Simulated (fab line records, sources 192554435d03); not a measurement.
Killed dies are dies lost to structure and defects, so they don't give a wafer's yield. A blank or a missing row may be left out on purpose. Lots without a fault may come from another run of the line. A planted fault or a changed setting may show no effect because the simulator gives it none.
Split-lot experiment | flow n5_finfet | 7 lots, 21 wafers read, on a route of 1938 steps

THE SPLIT
At N5_DUMMY_GATE_EXPOSE_12 (exposes mask GATE, target cd 25 nm), the setting dose_mj was moved away from the recipe's 34 on 4 of the 21 wafers read, by -6.8% to +7.0%. The other wafers ran this setting at the recipe's value.

FROM THE SPLIT TO THE READING: what the file shows between them, 2 steps
- N5_DUMMY_GATE_PEB_13: peb time 60 s
- N5_DUMMY_GATE_DEVELOP_14: develop time 30 s

THE READING
cd_nm, in nm, at N5_DUMMY_GATE_CD_MEAS_15 (target cd 25.8 nm). Fault-free wafers of this fab line usually give 24.90 nm, standard deviation 0.24 nm.

wafer  | tool, chamber at the split | dose_mj as run | against the recipe | cd_nm, nm | against lot-mates on the recipe
L077.3 | euv_scanner-01, 0          | 34             | recipe             | 24.83     | -
L077.5 | euv_scanner-01, 0          | 34             | recipe             | 24.76     | -
L077.6 | euv_scanner-01, 0          | 34             | recipe             | 25.17     | -
L079.1 | euv_scanner-02, 0          | 34             | recipe             | 25.00     | -
L079.3 | euv_scanner-02, 0          | 34             | recipe             | 25.04     | -
L079.4 | euv_scanner-02, 0          | 34             | recipe             | 25.02     | -
L080.2 | euv_scanner-02, 0          | 34             | recipe             | 25.07     | -
L080.5 | euv_scanner-02, 0          | 34             | recipe             | 25.12     | -
L080.6 | euv_scanner-02, 0          | 36.26          | +6.6%              | 23.59     | -1.50
L081.1 | euv_scanner-01, 0          | 31.7           | -6.8%              | 26.08     | +1.12
L081.5 | euv_scanner-01, 0          | 34             | recipe             | 25.08     | -
L081.6 | euv_scanner-01, 0          | 34             | recipe             | 24.84     | -
L085.1 | euv_scanner-01, 0          | 35.18          | +3.5%              | 24.23     | -0.52
L085.2 | euv_scanner-01, 0          | 34             | recipe             | 24.72     | -
L085.5 | euv_scanner-01, 0          | 34             | recipe             | 24.79     | -
L086.1 | euv_scanner-02, 0          | 34             | recipe             | 25.18     | -
L086.5 | euv_scanner-02, 0          | 34             | recipe             | 24.65     | -
L086.6 | euv_scanner-02, 0          | 34             | recipe             | 25.00     | -
L088.1 | euv_scanner-02, 0          | 34             | recipe             | 24.93     | -
L088.2 | euv_scanner-02, 0          | 36.37          | +7.0%              | 23.69     | -1.20
L088.5 | euv_scanner-02, 0          | 34             | recipe             | 24.86     | -

THE FIT
A straight line over all 21 wafers: cd_nm changes by -0.184 nm for each +1% of dose_mj; r = -0.96; the points scatter about the line by 0.15 nm.
The same after taking each lot's own level away (the mean of its wafers on the recipe; 21 wafers): -0.184 nm for each +1%; r = -0.96; scatter 0.14 nm.
On that fit, the largest move of dose_mj shifts the reading by 1.3 nm.
The lots' own levels span 24.755 to 25.095 nm, that is 1.4 times the standard deviation above.
So the lot-to-lot level changes the slope little: the two slopes agree.
Check: with one of the wafers moved furthest among these (+7.0%) left out of the fit, the line predicts -1.34 nm for it against its lot-mates. It came out at -1.2 nm against them.

OTHER SPLITS ON THESE WAFERS
These wafers also went through other splits before the reading. Each is held against what the fit with the lots' levels taken away leaves over:
other split on the same wafers | wafers away from the commonest value | r with cd_nm (lot level and that fit taken away)
N5_ZERO_LAYER_PECVD_02 time_s  | 9                                    | +0.03
N5_ZERO_LAYER_COAT_05 spin_rpm | 6                                    | +0.14
N5_WELL_APT_EXPOSE_22 dose_mj  | 6                                    | +0.04
N5_WELL_APT_PEB_23 peb_time_s  | 5                                    | +0.03
N5_FIN_SAQP_ETCH_65 time_s     | 7                                    | -0.14
N5_DUMMY_GATE_COAT_35 spin_rpm | 7                                    | +0.13

THE FILE'S OWN FIT
cd_nm changes by -0.184 nm for each +1% of dose_mj, r = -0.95.
